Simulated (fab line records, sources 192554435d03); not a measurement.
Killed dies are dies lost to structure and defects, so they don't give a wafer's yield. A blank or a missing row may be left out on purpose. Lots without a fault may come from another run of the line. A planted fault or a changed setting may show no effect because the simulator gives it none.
Split-lot experiment | flow n5_finfet | 7 lots, 21 wafers read, on a route of 1938 steps

THE SPLIT
At N5_BEOL_M0_SAQP_MANDREL_ETCH_20 (etches a-Si in HBr/Cl2, stops on SiNx, target depth 60 nm, bt time 10 s, time 30 s), the setting bias_w was moved away from the recipe's 75 W on 6 of the 21 wafers read, by -16.1% to +15.5%. The other wafers ran this setting at the recipe's value.

FROM THE SPLIT TO THE READING: what the file shows between them, 1 step
- N5_BEOL_M0_SAQP_STRIP_86: strips in N2/H2 (also split here: h2_flow_sccm)

THE READING
SiNx_of_BEOL_M0_SAQP_PECVD_97.thk_nm (the simulator's own value, which no gauge read), in nm, at N5_BEOL_M0_SAQP_STRIP_115 (strips in post etch residue remover, time 60 s). The file gives no usual value for it. The 15 wafers here that ran the recipe average 17.7 nm, standard deviation 0.29 nm.

wafer  | tool, chamber at the split | bias_w as run, W | against the recipe | SiNx_of_BEOL_M0_SAQP_PECVD_97.thk_nm, nm | against lot-mates on the recipe
L079.1 | rie_si-04, 1               | 70.11            | -6.5%              | 17.4                                     | +0.0
L079.2 | rie_si-04, 2               | 75               | recipe             | 17.4                                     | -
L079.3 | rie_si-04, 3               | 75               | recipe             | 17.4                                     | -
L080.3 | rie_si-04, 0               | 80.44            | +7.3%              | 17.2                                     | -0.5
L080.4 | rie_si-04, 2               | 75               | recipe             | 17.8                                     | -
L080.6 | rie_si-04, 0               | 75               | recipe             | 17.6                                     | -
L081.1 | rie_si-03, 0               | 75               | recipe             | 18                                       | -
L081.4 | rie_si-03, 3               | 86.66            | +15.5%             | 17.2                                     | -0.9
L081.6 | rie_si-03, 1               | 75               | recipe             | 18.2                                     | -
L082.2 | rie_si-03, 1               | 75               | recipe             | 17.6                                     | -
L082.3 | rie_si-03, 2               | 62.96            | -16.1%             | 18.4                                     | +0.6
L082.4 | rie_si-03, 0               | 75               | recipe             | 18                                       | -
L088.3 | rie_si-04, 1               | 75               | recipe             | 17.2                                     | -
L088.4 | rie_si-04, 2               | 75               | recipe             | 17.8                                     | -
L088.6 | rie_si-04, 2               | 64.73            | -13.7%             | 18.2                                     | +0.7
L096.1 | rie_si-04, 0               | 75               | recipe             | 17.6                                     | -
L096.5 | rie_si-04, 2               | 75               | recipe             | 17.6                                     | -
L096.6 | rie_si-04, 3               | 75               | recipe             | 17.8                                     | -
L097.4 | rie_si-03, 1               | 75               | recipe             | 18                                       | -
L097.5 | rie_si-03, 3               | 81.38            | +8.5%              | 17.4                                     | -0.7
L097.6 | rie_si-03, 0               | 75               | recipe             | 18.2                                     | -

THE FIT
A straight line over all 21 wafers: SiNx_of_BEOL_M0_SAQP_PECVD_97.thk_nm changes by -0.0352 nm for each +1% of bias_w; r = -0.63; the points scatter about the line by 0.29 nm.
The same after taking each lot's own level away (the mean of its wafers on the recipe; 21 wafers): -0.0504 nm for each +1%; r = -0.89; scatter 0.17 nm.
On that fit, the largest move of bias_w shifts the reading by 0.81 nm.
The lots' own levels span 17.40 to 18.10 nm, that is 2.4 times the standard deviation above.
So the lot-to-lot level blurs the effect unless lot-mates are compared.
Check: with one of the wafers moved furthest among these (-16.1%) left out of the fit, the line predicts +0.841 nm for it against its lot-mates. It came out at +0.6 nm against them.

OTHER SPLITS ON THESE WAFERS
These wafers also went through other splits before the reading. Each is held against what the fit with the lots' levels taken away leaves over:
other split on the same wafers        | wafers away from the commonest value | r with SiNx_of_BEOL_M0_SAQP_PECVD_97.thk_nm (lot level and that fit taken away)
N5_HKMG_FIN_PEB_47 peb_time_s         | 6                                    | +0.01
N5_GATE_CUT_COAT_27 spin_rpm          | 8                                    | +0.28
N5_GATE_CUT_DESCUM_18 time_s          | 7                                    | +0.12
N5_MOL_CONTACT_COAG_ETCH_15 source_w  | 4                                    | +0.01
N5_BEOL_M0_SAQP_COAT_08 spin_rpm      | 4                                    | -0.17
N5_BEOL_M0_SAQP_STRIP_86 h2_flow_sccm | 7                                    | +0.19

THE WHOLE CHAIN: every reading that the file lists as answering this split, in the file's order
step                            | what it does                                                                       | reading                                                                               | change (the file's fit)                | r (the file's)
N5_BEOL_M0_SAQP_MANDREL_ETCH_20 | etches a-Si in HBr/Cl2, stops on SiNx, target depth 60 nm, bt time 10 s, time 30 s | SOC_of_BEOL_M0_SAQP_COAT_81.thk_nm (the simulator's own value, which no gauge read)   | -0.0974 nm for each +1% of the setting | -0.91
N5_BEOL_M0_SAQP_STRIP_115       | strips in post etch residue remover, time 60 s                                     | SiNx_of_BEOL_M0_SAQP_PECVD_97.thk_nm (the simulator's own value, which no gauge read) | -0.0501 nm for each +1% of the setting | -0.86

THE FILE'S OWN FIT
SiNx_of_BEOL_M0_SAQP_PECVD_97.thk_nm changes by -0.0501 nm for each +1% of bias_w, r = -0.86.
